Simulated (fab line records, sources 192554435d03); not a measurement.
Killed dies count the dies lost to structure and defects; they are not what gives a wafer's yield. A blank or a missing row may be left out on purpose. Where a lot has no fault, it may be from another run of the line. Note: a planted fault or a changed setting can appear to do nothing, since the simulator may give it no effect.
Which of the tools did it? / flow n5_finfet / 33 wafers from 11 lots sampled at 2 of the route's 1938 steps

WHAT THE GAUGES READ, wafer by wafer
N5_PASSIVATION_CD_MEAS_10: target cd 3000 nm.
lot=L114; measured=day 12 09:01; on=cd_sem-01; cd_nm (nm)=3001.7 3001.3 2996.9
lot=L115; measured=day 12 14:38; on=cd_sem-02; cd_nm (nm)=3006.0 2999.8 3004.1
lot=L116; measured=day 12 19:24; on=cd_sem-01; cd_nm (nm)=2997.1 2999.0 2998.0
lot=L119; measured=day 13 19:02; on=cd_sem-02; cd_nm (nm)=2994.2 2998.9 3000.1
lot=L124; measured=day 15 03:19; on=cd_sem-03; cd_nm (nm)=2998.3 3001.7 3004.6
lot=L123; measured=day 15 03:20; on=cd_sem-03; cd_nm (nm)=3000.3 3002.9 3000.7
lot=L125; measured=day 15 10:31; on=cd_sem-01; cd_nm (nm)=2997.2 3001.7 2999.8
lot=L126; measured=day 15 15:31; on=cd_sem-02; cd_nm (nm)=2996.2 3001.1 3004.0
lot=L128; measured=day 16 05:57; on=cd_sem-03; cd_nm (nm)=2999.9 2999.4 2997.2
lot=L129; measured=day 16 06:53; on=cd_sem-02; cd_nm (nm)=3000.4 3003.2 3003.1
lot=L132; measured=day 17 00:25; on=cd_sem-01; cd_nm (nm)=2997.6 2994.8 3001.4

WHICH TOOL RAN EACH LOT (tool, then ch and the chambers of the sampled wafers, then the start)
lot=L114; N5_PASSIVATION_PECVD_55=pecvd-04 ch 0,1,2, day 12 08:29
lot=L115; N5_PASSIVATION_PECVD_55=pecvd-01 ch 1,2, day 12 13:18
lot=L116; N5_PASSIVATION_PECVD_55=pecvd-01 ch 0,1,2, day 12 18:55
lot=L119; N5_PASSIVATION_PECVD_55=pecvd-03 ch 0,1,2, day 13 18:08
lot=L124; N5_PASSIVATION_PECVD_55=pecvd-03 ch 0,1,2, day 15 01:59
lot=L123; N5_PASSIVATION_PECVD_55=pecvd-01 ch 1,2, day 15 02:10
lot=L125; N5_PASSIVATION_PECVD_55=pecvd-03 ch 0,1, day 15 08:52
lot=L126; N5_PASSIVATION_PECVD_55=pecvd-01 ch 0,1,2, day 15 12:28
lot=L128; N5_PASSIVATION_PECVD_55=pecvd-03 ch 0,1,2, day 16 02:38
lot=L129; N5_PASSIVATION_PECVD_55=pecvd-03 ch 0, day 16 05:47
lot=L132; N5_PASSIVATION_PECVD_55=pecvd-04 ch 0,2, day 16 23:41
- N5_PASSIVATION_PECVD_55: deposits SiO2 from SiH4/N2O, target thk 400 nm, time 22.5 s.

THE ANSWER, worked out from the rows above alone
Rule: usual is defined by the lots themselves. The widest of any qualifying gaps counts: lots, ordered by their means at a reading, are off when they make up no more than a third of the lots, leave a main group of 4 or more, and stand apart from it by 3 or more times the standard deviation of that group's means. If all means in a main group match to the digits the tables above print for the reading, that group is not used. Also off: a lot with no number at a reading for which 4 or more lots have one. The other lots that the step has rows for count as sound.
No lot is off at any reading shown: from this, nothing can be told.

WHAT HAD BEEN PUT IN BY THE SIMULATOR
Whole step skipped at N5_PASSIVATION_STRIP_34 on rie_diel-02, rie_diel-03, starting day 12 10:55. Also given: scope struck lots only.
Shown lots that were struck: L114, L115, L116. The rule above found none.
